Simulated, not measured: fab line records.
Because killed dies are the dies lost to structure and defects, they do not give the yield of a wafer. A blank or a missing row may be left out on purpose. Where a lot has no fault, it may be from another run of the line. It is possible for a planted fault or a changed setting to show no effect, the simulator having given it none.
Matching of chambers :: flow n5-finfet :: N5_SD_EPI_N_ETCH_35 on rie-diel-05 has 4 sister chambers
The step etches SOC in N2/H2, overetch 108 nm, time 486 s. 14 wafers are shown with their chamber, then 7 later ones without.

== WAFERS WITH THEIR CHAMBER ==
wafer: L081.3
chamber: 1
showerhead-plenum-p-Torr (Torr): 2.65
throttle-valve-pct (%): 23.9
drypump-motor-current-A (A): 5.5

wafer: L081.4
chamber: 0
showerhead-plenum-p-Torr (Torr): 2.70
throttle-valve-pct (%): 23.3
drypump-motor-current-A (A): 5.7

wafer: L081.5
chamber: 1
showerhead-plenum-p-Torr (Torr): 2.65
throttle-valve-pct (%): 23.9
drypump-motor-current-A (A): 5.5

wafer: L082.2
chamber: 2
showerhead-plenum-p-Torr (Torr): 2.58
throttle-valve-pct (%): 23.6
drypump-motor-current-A (A): 5.5

wafer: L082.3
chamber: 0
showerhead-plenum-p-Torr (Torr): 2.70
throttle-valve-pct (%): 23.3
drypump-motor-current-A (A): 5.6

wafer: L082.6
chamber: 3
showerhead-plenum-p-Torr (Torr): 2.47
throttle-valve-pct (%): 23.6
drypump-motor-current-A (A): 5.8

wafer: L088.1
chamber: 0
showerhead-plenum-p-Torr (Torr): 2.69
throttle-valve-pct (%): 23.3
drypump-motor-current-A (A): 5.6

wafer: L088.4
chamber: 1
showerhead-plenum-p-Torr (Torr): 2.65
throttle-valve-pct (%): 23.9
drypump-motor-current-A (A): 5.5

wafer: L088.5
chamber: 3
showerhead-plenum-p-Torr (Torr): 2.47
throttle-valve-pct (%): 23.6
drypump-motor-current-A (A): 5.8

wafer: L092.1
chamber: 2
showerhead-plenum-p-Torr (Torr): 2.57
throttle-valve-pct (%): 23.6
drypump-motor-current-A (A): 5.5

wafer: L092.2
chamber: 3
showerhead-plenum-p-Torr (Torr): 2.46
throttle-valve-pct (%): 23.6
drypump-motor-current-A (A): 5.8

wafer: L092.3
chamber: 0
showerhead-plenum-p-Torr (Torr): 2.69
throttle-valve-pct (%): 23.3
drypump-motor-current-A (A): 5.6

wafer: L093.3
chamber: 2
showerhead-plenum-p-Torr (Torr): 2.57
throttle-valve-pct (%): 23.7
drypump-motor-current-A (A): 5.5

wafer: L093.4
chamber: 1
showerhead-plenum-p-Torr (Torr): 2.64
throttle-valve-pct (%): 23.9
drypump-motor-current-A (A): 5.5

SIGNATURES (means of the wafers above)
reading: showerhead-plenum-p-Torr
chamber 0: 2.6950
chamber 1: 2.6475
chamber 2: 2.5733
chamber 3: 2.4667
scatter within a chamber: 0.00555

reading: throttle-valve-pct
chamber 0: 23.300
chamber 1: 23.900
chamber 2: 23.633
chamber 3: 23.600
scatter within a chamber: 0.0258

reading: drypump-motor-current-A
chamber 0: 5.625
chamber 1: 5.500
chamber 2: 5.500
chamber 3: 5.800
scatter within a chamber: 0.0274
Rule: distance of a wafer from a chamber = root of the sum over the readings of ((wafer's reading minus chamber's mean) / reading's scatter) squared. The wafer belongs to the nearest chamber; if the next one is less than 2 further off, it can't be placed. The scatter: the root of (the sum of the squares of (reading less its chamber's mean) over the shown wafers, divided by (wafers less chambers)).

== WAFERS WHOSE CHAMBER IS MISSING ==
wafer: L093.6
showerhead-plenum-p-Torr (Torr): 2.64
throttle-valve-pct (%): 24.0
drypump-motor-current-A (A): 5.5

wafer: L095.1
showerhead-plenum-p-Torr (Torr): 2.57
throttle-valve-pct (%): 23.7
drypump-motor-current-A (A): 5.5

wafer: L095.4
showerhead-plenum-p-Torr (Torr): 2.46
throttle-valve-pct (%): 23.6
drypump-motor-current-A (A): 5.8

wafer: L095.5
showerhead-plenum-p-Torr (Torr): 2.64
throttle-valve-pct (%): 24.0
drypump-motor-current-A (A): 5.5

wafer: L096.3
showerhead-plenum-p-Torr (Torr): 2.46
throttle-valve-pct (%): 23.6
drypump-motor-current-A (A): 5.9

wafer: L096.4
showerhead-plenum-p-Torr (Torr): 2.57
throttle-valve-pct (%): 23.7
drypump-motor-current-A (A): 5.5

wafer: L096.6
showerhead-plenum-p-Torr (Torr): 2.64
throttle-valve-pct (%): 24.0
drypump-motor-current-A (A): 5.5

== EACH ONE'S CHAMBER ==
wafer: L093.6
from the rows above: 1
in truth: 1

wafer: L095.1
from the rows above: 2
in truth: 2

wafer: L095.4
from the rows above: 3
in truth: 3

wafer: L095.5
from the rows above: 1
in truth: 1

wafer: L096.3
from the rows above: 3
in truth: 3

wafer: L096.4
from the rows above: 2
in truth: 2

wafer: L096.6
from the rows above: 1
in truth: 1
Correct placement for 7 of the 7. Not placeable from these rows: 0. 0 placed wrongly.
